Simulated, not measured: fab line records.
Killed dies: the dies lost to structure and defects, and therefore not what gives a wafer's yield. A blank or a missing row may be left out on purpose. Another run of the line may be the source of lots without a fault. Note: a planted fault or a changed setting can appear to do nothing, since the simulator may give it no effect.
Which tool is to blame?    flow n5_finfet    22 lots (66 wafers sampled), 1 step of a 1938-step route

## WHAT THE GAUGES READ, wafer by wafer
N5_BEOL_M4_RS_MEAS_58: the measuring method here is four-point-probe.
lot   measured      on             M4_RS (ohm/sq)
L074  day 9 07:41   film_metro-02  0.67 0.67 0.67
L075  day 9 11:37   film_metro-02  0.65 0.67 0.70
L076  day 9 13:53   film_metro-01  0.69 0.70 0.67
L077  day 9 22:36   film_metro-02  0.65 0.70 0.70
L078  day 10 03:10  film_metro-02  0.69 0.67 0.65
L079  day 10 22:24  film_metro-02  0.74 0.66 0.72
L080  day 10 22:47  film_metro-01  0.66 0.69 0.72
L081  day 11 01:20  film_metro-01  0.65 0.70 0.68
L082  day 11 05:53  film_metro-02  0.72 0.66 0.64
L083  day 11 06:58  film_metro-02  0.69 0.73 0.71
L084  day 11 12:41  film_metro-01  0.70 0.67 0.67
L087  day 11 22:04  film_metro-02  0.70 0.65 0.70
L085  day 12 11:33  film_metro-02  0.73 0.75 0.71
L086  day 12 16:59  film_metro-01  0.68 0.73 0.69
L089  day 12 20:18  film_metro-02  0.67 0.66 0.62
L088  day 12 20:56  film_metro-02  0.68 0.69 0.66
L092  day 13 05:59  film_metro-02  0.68 0.68 0.73
L095  day 14 03:53  film_metro-02  0.69 0.66 0.69
L093  day 14 05:21  film_metro-01  0.68 0.70 0.64
L094  day 14 16:55  film_metro-01  0.64 0.65 0.69
L096  day 15 06:43  film_metro-02  0.65 0.68 0.67
L097  day 15 11:17  film_metro-02  0.66 0.64 0.63

## TOOL THAT RAN EACH LOT (tool first, then ch and the chambers of the sampled wafers, then the start)
The record shows no process step preceding these readings.

## WHAT THE TOOLS THEMSELVES READ (means of the sampled wafers that have a number; where no wafer has one, the mark that the record gives instead)
The record holds no such reading with a usual standard deviation.

## THE ANSWER, worked out from the rows above alone
Rule: the lots themselves supply what counts as usual. The widest of any qualifying gaps counts: lots, ordered by their means at a reading, are off when they make up no more than a third of the lots, leave a main group of 4 or more, and stand apart from it by 3 or more times the standard deviation of that group's means. A main group whose means are all the same, to the digits that the tables above print for the reading, isn't used. A lot without any number at a reading at which 4 lots or more have one is off too. All remaining lots with rows at the step are treated as sound. Order of review: gauges by route order, followed by the tools' own readings, for which a lot's mean as printed above is used. The first step at which some lot is off is used, and at that step the reading that is off furthest; a lot without a number counts as furthest.
Nothing can be told from this: no lot is off at any reading shown.

## WHAT THE SIMULATOR PUT IN
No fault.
